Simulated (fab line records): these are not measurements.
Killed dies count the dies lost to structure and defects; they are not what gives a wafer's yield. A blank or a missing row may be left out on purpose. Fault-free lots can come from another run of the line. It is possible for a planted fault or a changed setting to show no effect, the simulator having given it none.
Chamber matching + flow nandHarc + cmp-03 running NHARC_A_DECK1_JOINT_CMP_13: 4 sister chambers
The step polishes, target thk 51.023 nm. 20 wafers are shown with their chamber, then 10 later ones without.

== WAFERS, EACH WITH ITS CHAMBER ==
| wafer  | chamber | motorCurrentA (A) | timeToEndpointS (s) | slurryFlowMlMin |
|--------|---------|-------------------|---------------------|-----------------|
| L076.1 | 0       | 12.4              | 10.4                | 150.4           |
| L076.4 | 2       | 12.2              | 9.1                 | 150.7           |
| L076.5 | 2       | 12.1              | 7.5                 | 150.5           |
| L077.2 | 3       | 11.3              | 9.0                 | 150.0           |
| L077.4 | 1       | 10.2              | 10.8                | 150.2           |
| L077.5 | 0       | 12.2              | 8.8                 | 150.2           |
| L079.2 | 1       | 10.4              | 6.1                 | 150.1           |
| L079.4 | 0       | 12.2              | 10.1                | 149.5           |
| L079.5 | 1       | 10.3              | 8.7                 | 150.7           |
| L080.1 | 2       | 11.9              | 11.2                | 150.6           |
| L080.2 | 1       | 10.2              | 7.7                 | 150.6           |
| L080.6 | 1       | 9.8               | 9.5                 | 150.5           |
| L081.1 | 3       | 11.1              | 11.9                | 149.7           |
| L081.4 | 2       | 11.3              | 11.4                | 149.7           |
| L081.5 | 2       | 12.1              | 12.9                | 149.6           |
| L083.3 | 2       | 11.8              | 11.0                | 150.4           |
| L083.4 | 3       | 11.7              | 8.0                 | 150.3           |
| L083.6 | 2       | 11.2              | 11.8                | 149.9           |
| L088.2 | 3       | 11.2              | 11.3                | 149.6           |
| L088.5 | 2       | 11.7              | 12.1                | 149.5           |

SIGNATURES (means of the wafers above)
| reading         | chamber 0 | chamber 1 | chamber 2 | chamber 3 | scatter within a chamber |
|-----------------|-----------|-----------|-----------|-----------|--------------------------|
| motorCurrentA   | 12.267    | 10.180    | 11.787    | 11.325    | 0.297                    |
| timeToEndpointS | 9.767     | 8.560     | 10.875    | 10.050    | 1.69                     |
| slurryFlowMlMin | 150.033   | 150.420   | 150.113   | 149.900   | 0.41                     |
Rule: a wafer lies at a distance from a chamber equal to the root of the sum of squares, over the readings, of (its reading less the chamber's mean, divided by the reading's scatter). The wafer belongs to the nearest chamber; if the next one is less than 2 further off, it can't be placed. The scatter: the root of (the sum of the squares of (reading less its chamber's mean) over the shown wafers, divided by (wafers less chambers)).

== WAFERS WITHOUT THEIR CHAMBER ==
| wafer  | motorCurrentA (A) | timeToEndpointS (s) | slurryFlowMlMin |
|--------|-------------------|---------------------|-----------------|
| L088.6 | 10.4              | 10.9                | 150.7           |
| L090.2 | 12.2              | 11.6                | 150.8           |
| L090.4 | 10.2              | 7.3                 | 150.3           |
| L090.5 | 11.2              | 8.0                 | 149.8           |
| L092.2 | 11.6              | 10.8                | 149.9           |
| L092.4 | 10.0              | 11.7                | 151.3           |
| L092.6 | 10.5              | 9.9                 | 149.7           |
| L095.1 | 12.4              | 11.0                | 150.1           |
| L095.2 | 11.4              | 11.8                | 149.9           |
| L095.6 | 12.9              | 9.9                 | 149.8           |

== WHICH CHAMBER EACH ONE RAN IN ==
| wafer  | from the rows above          | in truth |
|--------|------------------------------|----------|
| L088.6 | can't be placed: 1 or 3      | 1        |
| L090.2 | can't be placed: 0 or 2 or 3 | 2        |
| L090.4 | 1                            | 1        |
| L090.5 | can't be placed: 3 or 2      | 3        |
| L092.2 | can't be placed: 2 or 3 or 0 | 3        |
| L092.4 | 1                            | 1        |
| L092.6 | can't be placed: 1 or 3      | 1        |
| L095.1 | can't be placed: 0 or 2      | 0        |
| L095.2 | can't be placed: 3 or 2      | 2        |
| L095.6 | can't be placed: 0 or 2      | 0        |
Correctly placed: 2 of 10. Not placeable from these rows: 8 (in 8, the candidates include the true chamber). Wrongly placed: 0.
